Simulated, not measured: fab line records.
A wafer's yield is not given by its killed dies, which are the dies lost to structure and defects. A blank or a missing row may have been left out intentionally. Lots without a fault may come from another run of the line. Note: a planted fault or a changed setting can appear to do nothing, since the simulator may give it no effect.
Chamber matching || flow n5Finfet || N5_BEOL_M4_ALD_98 on aldSin-04 has 4 sister chambers
The step deposits SiO2, target thk 2.5 nm, pulse time 1 s, co reactant pulse time 1 s. 8 wafers are shown with their chamber, then 8 later ones without.

== WAFERS, EACH WITH ITS CHAMBER ==
{"wafer": "L075.1", "chamber": 0, "heaterPowerW (W)": 90, "precursorPulseHeightRel": 1.005}
{"wafer": "L081.3", "chamber": 3, "heaterPowerW (W)": 60, "precursorPulseHeightRel": 0.986}
{"wafer": "L081.6", "chamber": 3, "heaterPowerW (W)": 62, "precursorPulseHeightRel": 1.008}
{"wafer": "L083.5", "chamber": 1, "heaterPowerW (W)": 65, "precursorPulseHeightRel": 1.000}
{"wafer": "L083.6", "chamber": 0, "heaterPowerW (W)": 89, "precursorPulseHeightRel": 0.983}
{"wafer": "L089.5", "chamber": 2, "heaterPowerW (W)": 78, "precursorPulseHeightRel": 1.032}
{"wafer": "L089.6", "chamber": 1, "heaterPowerW (W)": 67, "precursorPulseHeightRel": 0.987}
{"wafer": "L094.1", "chamber": 2, "heaterPowerW (W)": 78, "precursorPulseHeightRel": 0.993}

== WAFERS WHOSE CHAMBER IS MISSING ==
{"wafer": "L094.4", "heaterPowerW (W)": 65, "precursorPulseHeightRel": 0.995}
{"wafer": "L094.5", "heaterPowerW (W)": 87, "precursorPulseHeightRel": 1.012}
{"wafer": "L095.2", "heaterPowerW (W)": 67, "precursorPulseHeightRel": 1.015}
{"wafer": "L095.4", "heaterPowerW (W)": 91, "precursorPulseHeightRel": 1.056}
{"wafer": "L095.6", "heaterPowerW (W)": 61, "precursorPulseHeightRel": 1.023}
{"wafer": "L097.1", "heaterPowerW (W)": 88, "precursorPulseHeightRel": 0.994}
{"wafer": "L097.3", "heaterPowerW (W)": 66, "precursorPulseHeightRel": 1.009}
{"wafer": "L097.5", "heaterPowerW (W)": 90, "precursorPulseHeightRel": 0.982}

== WHICH CHAMBER EACH ONE RAN IN ==
{"wafer": "L094.4", "from the rows above": 1, "in truth": 1}
{"wafer": "L094.5", "from the rows above": 0, "in truth": 0}
{"wafer": "L095.2", "from the rows above": 1, "in truth": 1}
{"wafer": "L095.4", "from the rows above": 0, "in truth": 0}
{"wafer": "L095.6", "from the rows above": 3, "in truth": 3}
{"wafer": "L097.1", "from the rows above": 0, "in truth": 0}
{"wafer": "L097.3", "from the rows above": 1, "in truth": 1}
{"wafer": "L097.5", "from the rows above": 0, "in truth": 0}
Placed correctly: 8 of 8. Left unplaced by these rows: 0. 0 placed wrongly.
How it was worked out, from the rows above alone: a wafer's distance from a chamber is the root of the sum, over the readings, of the square of ((its reading less the chamber's mean) divided by the reading's scatter). If the next closest chamber is less than 2 further off than the closest, the wafer can't be placed; otherwise it belongs to the closest. Each chamber's mean is taken over the wafers shown for it. How the scatter is found: for the shown wafers, subtract from each reading the mean of its chamber, square and add these, divide the total by (wafers less chambers), then take the root.
